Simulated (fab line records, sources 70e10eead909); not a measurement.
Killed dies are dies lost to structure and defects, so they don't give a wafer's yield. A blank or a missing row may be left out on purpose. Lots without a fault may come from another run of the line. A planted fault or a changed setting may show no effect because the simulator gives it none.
Which tool did it? | flow nand_harc | 24 lots, 72 wafers sampled, at 6 steps of a route of 1302

WHAT THE GAUGES READ, wafer by wafer
The record holds no reading of a measuring or inspecting step that can be judged against a usual standard deviation.

WHICH TOOL RAN EACH LOT (tool, then ch and the chambers of the sampled wafers, then the start)
lot  | NHARC_P_M0_PRE_CLEAN_29                 | NHARC_P_M1_ETCH_28                            | NHARC_P_M1_PVD_21                       | NHARC_P_M1_DEP_33               | NHARC_P_M2_ETCH_15                            | NHARC_P_M2_ANNEAL_31
L074 | pvd_sputter-01, day 6 13:57 or earlier  | rie_diel-06 ch 0,2,3, day 6 13:57 or earlier  | pvd_sputter-03, day 6 13:57 or earlier  | pecvd-02 ch 0,2, day 6 13:57    | rie_diel-10 ch 1,2,3, day 6 17:04 or earlier  | rtp_anneal-01 ch 0, day 6 17:04
L075 | pvd_sputter-03, day 6 16:01 or earlier  | rie_diel-09 ch 2,3, day 6 16:01 or earlier    | pvd_sputter-01, day 6 16:01 or earlier  | pecvd-02 ch 1,2, day 6 16:01    | rie_diel-10 ch 1,2,3, day 6 19:08 or earlier  | rtp_anneal-02 ch 0, day 6 19:08
L076 | pvd_sputter-03, day 7 09:02 or earlier  | rie_diel-11 ch 0,2,3, day 7 09:02 or earlier  | pvd_sputter-01, day 7 09:02 or earlier  | pecvd-04 ch 0,1, day 7 09:02    | rie_diel-10 ch 1,2,3, day 7 12:13 or earlier  | rtp_anneal-01 ch 0, day 7 12:13
L077 | pvd_sputter-02, day 7 10:44 or earlier  | rie_diel-11 ch 0,2,3, day 7 10:44 or earlier  | pvd_sputter-02, day 7 10:44 or earlier  | pecvd-04 ch 0,1,2, day 7 10:44  | rie_diel-10 ch 0,1, day 7 13:49 or earlier    | rtp_anneal-01 ch 0, day 7 13:49
L078 | pvd_sputter-03, day 7 20:33 or earlier  | rie_diel-06 ch 0,1, day 7 20:33 or earlier    | pvd_sputter-01, day 7 20:33 or earlier  | pecvd-01 ch 0,1, day 7 20:33    | rie_diel-10 ch 0,1, day 7 23:43 or earlier    | rtp_anneal-02 ch 0, day 7 23:43
L079 | pvd_sputter-01, day 8 12:37 or earlier  | rie_diel-11 ch 0,2,3, day 8 12:37 or earlier  | pvd_sputter-02, day 8 12:37 or earlier  | pecvd-01 ch 1,2, day 8 12:37    | rie_diel-10 ch 1,2, day 8 15:46 or earlier    | rtp_anneal-01 ch 0, day 8 15:46
L080 | pvd_sputter-02, day 8 20:13 or earlier  | rie_diel-06 ch 1,2, day 8 20:13 or earlier    | pvd_sputter-03, day 8 20:13 or earlier  | pecvd-02 ch 0,1,2, day 8 20:13  | rie_diel-10 ch 0,1,2, day 8 23:26 or earlier  | rtp_anneal-01 ch 0, day 8 23:26
L081 | pvd_sputter-01, day 9 02:32 or earlier  | rie_diel-11 ch 0,2, day 9 02:32 or earlier    | pvd_sputter-01, day 9 02:32 or earlier  | pecvd-01 ch 0,1,2, day 9 02:32  | rie_diel-07 ch 0,2,3, day 9 06:16 or earlier  | rtp_anneal-01 ch 0, day 9 06:16
L082 | pvd_sputter-02, day 9 13:44 or earlier  | rie_diel-11 ch 0,1, day 9 13:44 or earlier    | pvd_sputter-03, day 9 13:44 or earlier  | pecvd-01 ch 0,1, day 9 13:44    | rie_diel-07 ch 1,2,3, day 9 17:29 or earlier  | rtp_anneal-01 ch 0, day 9 17:29
L083 | pvd_sputter-02, day 9 20:50 or earlier  | rie_diel-11 ch 0,1,2, day 9 20:50 or earlier  | pvd_sputter-02, day 9 20:50 or earlier  | pecvd-04 ch 1,2, day 9 20:50    | rie_diel-10 ch 0,1,2, day 10 00:02 or earlier | rtp_anneal-01 ch 0, day 10 00:02
L084 | pvd_sputter-03, day 10 08:46 or earlier | rie_diel-06 ch 2,3, day 10 08:46 or earlier   | pvd_sputter-03, day 10 08:46 or earlier | pecvd-04 ch 0,1,2, day 10 08:46 | rie_diel-01 ch 1,2, day 10 12:03 or earlier   | rtp_anneal-01 ch 0, day 10 12:03
L085 | pvd_sputter-02, day 11 01:35 or earlier | rie_diel-09 ch 0,1,3, day 11 01:35 or earlier | pvd_sputter-01, day 11 01:35 or earlier | pecvd-01 ch 0,1,2, day 11 01:35 | rie_diel-07 ch 0,2,3, day 11 04:38 or earlier | rtp_anneal-01 ch 0, day 11 04:38
L086 | pvd_sputter-02, day 11 06:50 or earlier | rie_diel-11 ch 0,1, day 11 06:50 or earlier   | pvd_sputter-02, day 11 06:50 or earlier | pecvd-02 ch 1,2, day 11 06:50   | rie_diel-07 ch 0,3, day 11 10:22 or earlier   | rtp_anneal-01 ch 0, day 11 10:22
L087 | pvd_sputter-01, day 12 10:08 or earlier | rie_diel-06 ch 0,1, day 12 10:08 or earlier   | pvd_sputter-01, day 12 10:08 or earlier | pecvd-01 ch 0,1,2, day 12 10:08 | rie_diel-01 ch 0,1,2, day 12 13:25 or earlier | rtp_anneal-01 ch 0, day 12 13:25
L089 | pvd_sputter-03, day 12 10:48 or earlier | rie_diel-06 ch 2,3, day 12 10:48 or earlier   | pvd_sputter-03, day 12 10:48 or earlier | pecvd-01 ch 1,2, day 12 10:48   | rie_diel-01 ch 0,2,3, day 12 14:02 or earlier | rtp_anneal-01 ch 0, day 12 14:02
L088 | pvd_sputter-01, day 12 11:32 or earlier | rie_diel-11 ch 0,2,3, day 12 11:32 or earlier | pvd_sputter-02, day 12 11:32 or earlier | pecvd-01 ch 0,1,2, day 12 11:32 | rie_diel-07 ch 1,2,3, day 12 14:43 or earlier | rtp_anneal-02 ch 0, day 12 14:43
L090 | pvd_sputter-02, day 12 21:01 or earlier | rie_diel-06 ch 0,2, day 12 21:01 or earlier   | pvd_sputter-01, day 12 21:01 or earlier | pecvd-01 ch 0,1, day 12 21:01   | rie_diel-07 ch 1,3, day 13 00:17 or earlier   | rtp_anneal-02 ch 0, day 13 00:17
L091 | pvd_sputter-02, day 13 08:55 or earlier | rie_diel-11 ch 0,3, day 13 08:55 or earlier   | pvd_sputter-02, day 13 08:55 or earlier | pecvd-02 ch 1,2, day 13 08:55   | rie_diel-10 ch 1,2, day 13 12:08 or earlier   | rtp_anneal-01 ch 0, day 13 12:08
L092 | pvd_sputter-02, day 13 20:56 or earlier | rie_diel-06 ch 1,2, day 13 20:56 or earlier   | pvd_sputter-01, day 13 20:56 or earlier | pecvd-04 ch 0,2, day 13 20:56   | rie_diel-01 ch 0,2,3, day 14 00:02 or earlier | rtp_anneal-01 ch 0, day 14 00:02
L093 | pvd_sputter-03, day 14 05:24 or earlier | rie_diel-11 ch 0,2,3, day 14 05:24 or earlier | pvd_sputter-01, day 14 05:24 or earlier | pecvd-02 ch 0,2, day 14 05:24   | rie_diel-07 ch 0,3, day 14 08:40 or earlier   | rtp_anneal-01 ch 0, day 14 08:40
L094 | pvd_sputter-01, day 15 07:59 or earlier | rie_diel-11 ch 0,2,3, day 15 07:59 or earlier | pvd_sputter-02, day 15 07:59 or earlier | pecvd-04 ch 0,1,2, day 15 07:59 | rie_diel-10 ch 0,1,3, day 15 11:03 or earlier | rtp_anneal-01 ch 0, day 15 11:03
L095 | pvd_sputter-01, day 15 13:11 or earlier | rie_diel-11 ch 0,1,2, day 15 13:11 or earlier | pvd_sputter-03, day 15 13:11 or earlier | pecvd-02 ch 0,1,2, day 15 13:11 | rie_diel-07 ch 0,1,3, day 15 16:21 or earlier | rtp_anneal-01 ch 0, day 15 16:21
L096 | pvd_sputter-02, day 15 14:47 or earlier | rie_diel-06 ch 1,3, day 15 14:47 or earlier   | pvd_sputter-02, day 15 14:47 or earlier | pecvd-02 ch 0,2, day 15 14:47   | rie_diel-01 ch 1,2,3, day 15 18:05 or earlier | rtp_anneal-01 ch 0, day 15 18:05
L097 | pvd_sputter-01, day 16 09:44 or earlier | rie_diel-06 ch 0,3, day 16 09:44 or earlier   | pvd_sputter-02, day 16 09:44 or earlier | pecvd-01 ch 0,2, day 16 09:44   | rie_diel-07 ch 0,2,3, day 16 12:56 or earlier | rtp_anneal-02 ch 0, day 16 12:56
- NHARC_P_M0_PRE_CLEAN_29: time 30 s.
- NHARC_P_M1_ETCH_28: etches the open film in CF4/N2, target depth 30 nm, time 72.99 s.
- NHARC_P_M1_PVD_21: deposits Cu, target thk 30 nm, time 20.49 s.
- NHARC_P_M1_DEP_33: deposits SiCN, target thk 30 nm.
- NHARC_P_M2_ETCH_15: etches the open film in C4F8/Ar, target depth 182.5 nm, time 91.2 s.
- NHARC_P_M2_ANNEAL_31: time 90 s.

WHAT THE TOOLS THEMSELVES READ (means of the sampled wafers that have a number; where no wafer has one, the mark that the record gives instead)
NHARC_P_M0_PRE_CLEAN_29. Usual: heater_power_w 403 W, standard deviation 34.
lot  | tool           | heater_power_w (W) | flag
L074 | pvd_sputter-01 | 359                |
L075 | pvd_sputter-03 | 415                |
L076 | pvd_sputter-03 | 427                |
L077 | pvd_sputter-02 | 409                |
L078 | pvd_sputter-03 | 415                |
L079 | pvd_sputter-01 | 399                |
L080 | pvd_sputter-02 | 407                |
L081 | pvd_sputter-01 | 364                |
L082 | pvd_sputter-02 | 407                |
L083 | pvd_sputter-02 | 419                |
L084 | pvd_sputter-03 | 416                |
L085 | pvd_sputter-02 | 417                |
L086 | pvd_sputter-02 | 412                |
L087 | pvd_sputter-01 | 360                |
L089 | pvd_sputter-03 | 417                |
L088 | pvd_sputter-01 | 403                |
L090 | pvd_sputter-02 | 414                |
L091 | pvd_sputter-02 | 405                |
L092 | pvd_sputter-02 | 412                |
L093 | pvd_sputter-03 | 417                |
L094 | pvd_sputter-01 | 396                |
L095 | pvd_sputter-01 | 390                |
L096 | pvd_sputter-02 | 388                |
L097 | pvd_sputter-01 | 389                |

NHARC_P_M1_ETCH_28. Usual: drypump_motor_current_A 5.9 A, standard deviation 0.34; oes_product_au 0.998 a.u., standard deviation 0.0097; rf_fwd_power_W 297.7 W, standard deviation 1.1; rf_vpp_V 314.1 V, standard deviation 1.9; showerhead_plenum_p_Torr 2.63 Torr, standard deviation 0.1; throttle_valve_pct 19.793 %, standard deviation 0.0086.
lot  | tool        | drypump_motor_current_A (A) | oes_product_au (a.u.) | rf_fwd_power_W (W) | rf_vpp_V (V) | showerhead_plenum_p_Torr (Torr) | throttle_valve_pct (%) | flag
L074 | rie_diel-06 | 6.1                         | 0.995                 | 298.7              | 313.5        | 2.57                            | 19.792                 |
L075 | rie_diel-09 | 5.7                         | 1.006                 | 297.4              | 315.8        | 2.67                            | 19.787                 |
L076 | rie_diel-11 | 5.9                         | 1.000                 | 298.1              | 314.5        | 2.62                            | 19.799                 |
L077 | rie_diel-11 | 6.0                         | 0.992                 | 296.8              | 313.1        | 2.62                            | 19.801                 |
L078 | rie_diel-06 | 5.7                         | 1.009                 | 296.6              | 314.8        | 2.70                            | 19.789                 |
L079 | rie_diel-11 | 5.9                         | 0.996                 | 298.4              | 314.1        | 2.62                            | 19.785                 |
L080 | rie_diel-06 | 5.7                         | 1.009                 | 296.9              | 314.9        | 2.68                            | 19.790                 |
L081 | rie_diel-11 | 6.0                         | 0.993                 | 297.7              | 314.2        | 2.59                            | 19.781                 |
L082 | rie_diel-11 | 5.6                         | 0.997                 | 298.3              | 316.1        | 2.73                            | 19.794                 |
L083 | rie_diel-11 | 5.8                         | 0.992                 | 297.5              | 315.3        | 2.66                            | 19.791                 |
L084 | rie_diel-06 | 6.4                         | 0.993                 | 298.5              | 313.1        | 2.57                            | 19.788                 |
L085 | rie_diel-09 | 5.5                         | 1.016                 | 297.8              | 314.0        | 2.62                            | 19.792                 |
L086 | rie_diel-11 | 5.6                         | 0.995                 | 297.9              | 315.5        | 2.72                            | 19.798                 |
L087 | rie_diel-06 | 5.7                         | 1.009                 | 295.8              | 315.7        | 2.70                            | 19.795                 |
L089 | rie_diel-06 | 6.3                         | 1.002                 | 298.6              | 312.5        | 2.56                            | 19.796                 |
L088 | rie_diel-11 | 5.9                         | 0.995                 | 297.7              | 313.7        | 2.62                            | 19.799                 |
L090 | rie_diel-06 | 5.9                         | 1.001                 | 297.3              | 312.8        | 2.54                            | 19.798                 |
L091 | rie_diel-11 | 5.9                         | 0.999                 | 297.8              | 315.7        | 2.72                            | 19.789                 |
L092 | rie_diel-06 | 5.7                         | 1.002                 | 297.1              | 313.5        | 2.60                            | 19.792                 |
L093 | rie_diel-11 | 5.9                         | 0.988                 | 297.8              | 314.2        | 2.61                            | 19.802                 |
L094 | rie_diel-11 | 6.0                         | 0.988                 | 297.3              | 314.3        | 2.61                            | 19.802                 |
L095 | rie_diel-11 | 5.8                         | 0.989                 | 298.1              | 314.7        | 2.65                            | 19.790                 |
L096 | rie_diel-06 | 6.2                         | 1.004                 | 298.1              | 315.0        | 2.63                            | 19.794                 |
L097 | rie_diel-06 | 6.4                         | 1.001                 | 297.7              | 313.5        | 2.58                            | 19.787                 |

NHARC_P_M1_PVD_21. Usual: throttle_valve_pct 30.4 %, standard deviation 1.1.
lot  | tool           | throttle_valve_pct (%) | flag
L074 | pvd_sputter-03 | 30.9                   |
L075 | pvd_sputter-01 | 29.6                   |
L076 | pvd_sputter-01 | 29.8                   |
L077 | pvd_sputter-02 | 31.3                   |
L078 | pvd_sputter-01 | 29.5                   |
L079 | pvd_sputter-02 | 30.9                   |
L080 | pvd_sputter-03 | 30.0                   |
L081 | pvd_sputter-01 | 28.8                   |
L082 | pvd_sputter-03 | 30.4                   |
L083 | pvd_sputter-02 | 31.6                   |
L084 | pvd_sputter-03 | 30.1                   |
L085 | pvd_sputter-01 | 30.1                   |
L086 | pvd_sputter-02 | 31.3                   |
L087 | pvd_sputter-01 | 29.7                   |
L089 | pvd_sputter-03 | 31.2                   |
L088 | pvd_sputter-02 | 30.9                   |
L090 | pvd_sputter-01 | 30.3                   |
L091 | pvd_sputter-02 | 31.2                   |
L092 | pvd_sputter-01 | 29.7                   |
L093 | pvd_sputter-01 | 29.2                   |
L094 | pvd_sputter-02 | 31.0                   |
L095 | pvd_sputter-03 | 30.8                   |
L096 | pvd_sputter-02 | 31.4                   |
L097 | pvd_sputter-02 | 31.2                   |

NHARC_P_M1_DEP_33. Usual: heater_power_w 589 W, standard deviation 83; rf_fwd_power_W 448.8 W, standard deviation 1.5.
lot  | tool     | heater_power_w (W) | rf_fwd_power_W (W) | flag
L074 | pecvd-02 | 559                | 449.9              |
L075 | pecvd-02 | 599                | 448.8              |
L076 | pecvd-04 | 674                | 449.9              |
L077 | pecvd-04 | 575                | 449.5              |
L078 | pecvd-01 | 598                | 449.3              |
L079 | pecvd-01 | 548                | 447.7              |
L080 | pecvd-02 | 593                | 449.2              |
L081 | pecvd-01 | 615                | 450.4              |
L082 | pecvd-01 | 547                | 448.4              |
L083 | pecvd-04 | 602                | 448.4              |
L084 | pecvd-04 | 611                | 448.1              |
L085 | pecvd-01 | 625                | 448.0              |
L086 | pecvd-02 | 603                | 450.3              |
L087 | pecvd-01 | 598                | 447.8              |
L089 | pecvd-01 | 513                | 449.1              |
L088 | pecvd-01 | 582                | 448.5              |
L090 | pecvd-01 | 619                | 449.3              |
L091 | pecvd-02 | 564                | 449.6              |
L092 | pecvd-04 | 599                | 447.1              |
L093 | pecvd-02 | 494                | 448.1              |
L094 | pecvd-04 | 597                | 448.6              |
L095 | pecvd-02 | 568                | 448.1              |
L096 | pecvd-02 | 503                | 448.3              |
L097 | pecvd-01 | 637                | 447.9              |

NHARC_P_M2_ETCH_15. Usual: oes_product_au 0.937 a.u., standard deviation 0.02; rf_fwd_power_W 595.5 W, standard deviation 2.5; rf_vpp_V 441.5 V, standard deviation 2.5.
lot  | tool        | oes_product_au (a.u.) | rf_fwd_power_W (W) | rf_vpp_V (V) | flag
L074 | rie_diel-10 | 0.915                 | 594.4              | 443.2        |
L075 | rie_diel-10 | 0.917                 | 595.4              | 443.5        |
L076 | rie_diel-10 | 0.925                 | 594.9              | 442.8        |
L077 | rie_diel-10 | 0.919                 | 593.4              | 439.5        |
L078 | rie_diel-10 | 0.917                 | 591.5              | 439.2        |
L079 | rie_diel-10 | 0.926                 | 594.9              | 443.4        |
L080 | rie_diel-10 | 0.925                 | 592.9              | 441.5        |
L081 | rie_diel-07 | 0.959                 | 597.6              | 441.8        |
L082 | rie_diel-07 | 0.944                 | 596.0              | 442.4        |
L083 | rie_diel-10 | 0.923                 | 595.5              | 441.3        |
L084 | rie_diel-01 | 0.968                 | 596.5              | 438.8        |
L085 | rie_diel-07 | 0.968                 | 595.3              | 441.4        |
L086 | rie_diel-07 | 0.928                 | 596.4              | 440.4        |
L087 | rie_diel-01 | 0.930                 | 596.1              | 439.6        |
L089 | rie_diel-01 | 0.929                 | 597.4              | 442.1        |
L088 | rie_diel-07 | 0.933                 | 595.9              | 442.6        |
L090 | rie_diel-07 | 0.966                 | 594.0              | 441.0        |
L091 | rie_diel-10 | 0.924                 | 594.6              | 440.9        |
L092 | rie_diel-01 | 0.933                 | 595.6              | 441.1        |
L093 | rie_diel-07 | 0.967                 | 596.8              | 440.3        |
L094 | rie_diel-10 | 0.916                 | 595.6              | 440.4        |
L095 | rie_diel-07 | 0.955                 | 593.2              | 440.9        |
L096 | rie_diel-01 | 0.926                 | 596.5              | 441.1        |
L097 | rie_diel-07 | 0.969                 | 596.8              | 441.7        |

NHARC_P_M2_ANNEAL_31. Usual: wafer_temp_C_max 225.75, standard deviation 0.23.
lot  | tool          | wafer_temp_C_max | flag
L074 | rtp_anneal-01 | 225.82           |
L075 | rtp_anneal-02 | 225.56           |
L076 | rtp_anneal-01 | 225.59           |
L077 | rtp_anneal-01 | 225.75           |
L078 | rtp_anneal-02 | 225.76           |
L079 | rtp_anneal-01 | 226.04           |
L080 | rtp_anneal-01 | 225.79           |
L081 | rtp_anneal-01 | 225.89           |
L082 | rtp_anneal-01 | 226.13           |
L083 | rtp_anneal-01 | 225.96           |
L084 | rtp_anneal-01 | 225.77           |
L085 | rtp_anneal-01 | 225.59           |
L086 | rtp_anneal-01 | 225.85           |
L087 | rtp_anneal-01 | 225.72           |
L089 | rtp_anneal-01 | 225.65           |
L088 | rtp_anneal-02 | 225.60           |
L090 | rtp_anneal-02 | 225.54           |
L091 | rtp_anneal-01 | 225.66           |
L092 | rtp_anneal-01 | 225.67           |
L093 | rtp_anneal-01 | 225.85           |
L094 | rtp_anneal-01 | 225.36           |
L095 | rtp_anneal-01 | 225.75           |
L096 | rtp_anneal-01 | 225.59           |
L097 | rtp_anneal-02 | 225.59           |

THE ANSWER, worked out from the rows above alone
Rule: a lot is off if the mean of its wafers that have a number lies more than 3 standard deviations from the usual mean. A lot without any number at a reading at which 4 lots or more have one is off too. The other lots that the step has rows for count as sound. The gauges are gone through in route order, then the tools' own readings, and for those a lot's mean is taken as printed above. The first step at which some lot is off is used, and at that step the reading that is off furthest; a lot without a number counts as furthest.
No lot is off at any reading shown: from this, nothing can be told.

WHAT THE SIMULATOR HAD PUT IN
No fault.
